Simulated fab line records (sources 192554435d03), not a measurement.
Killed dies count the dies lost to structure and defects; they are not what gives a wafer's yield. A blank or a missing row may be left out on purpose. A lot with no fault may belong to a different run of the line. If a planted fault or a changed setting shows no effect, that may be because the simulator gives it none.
Matching of chambers    flow n5Finfet    4 sister chambers for N5_DUMMY_GATE_ALD_02 on aldSin-02
The step deposits SiO2, target thk 2 nm, pulse time 1 s. 4 wafers are shown with their chamber, then 7 later ones without.

## EACH WAFER AND ITS CHAMBER
wafer   chamber  heaterPowerW (W)
L918.1  0        441
L918.6  3        531
L924.1  1        525
L924.4  2        555

## WAFERS WITH NO CHAMBER GIVEN
wafer   heaterPowerW (W)
L924.6  532
L925.1  440
L925.3  535
L925.4  521
L926.1  443
L926.3  519
L926.6  517

## EACH ONE'S CHAMBER
wafer   from the rows above      in truth
L924.6  can't be placed: 3 or 1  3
L925.1  0                        0
L925.3  can't be placed: 3 or 1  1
L925.4  can't be placed: 1 or 3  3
L926.1  0                        0
L926.3  can't be placed: 1 or 3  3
L926.6  can't be placed: 1 or 3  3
Placed correctly: 2 of 7. Can't be placed from these rows: 5 (the true chamber is among the candidates in 5). Number placed wrongly: 0.
How it was worked out, from the rows above alone: a wafer's distance from a chamber is the root of the sum, over the readings, of the square of ((its reading less the chamber's mean) divided by the reading's scatter). If the next closest chamber is less than 2 further off than the closest, the wafer can't be placed; otherwise it belongs to the closest. Each chamber's mean is taken over the wafers shown for it. The scatter: root of mean squared gap, hidden wafer to nearest shown wafer, with one shown wafer a chamber.
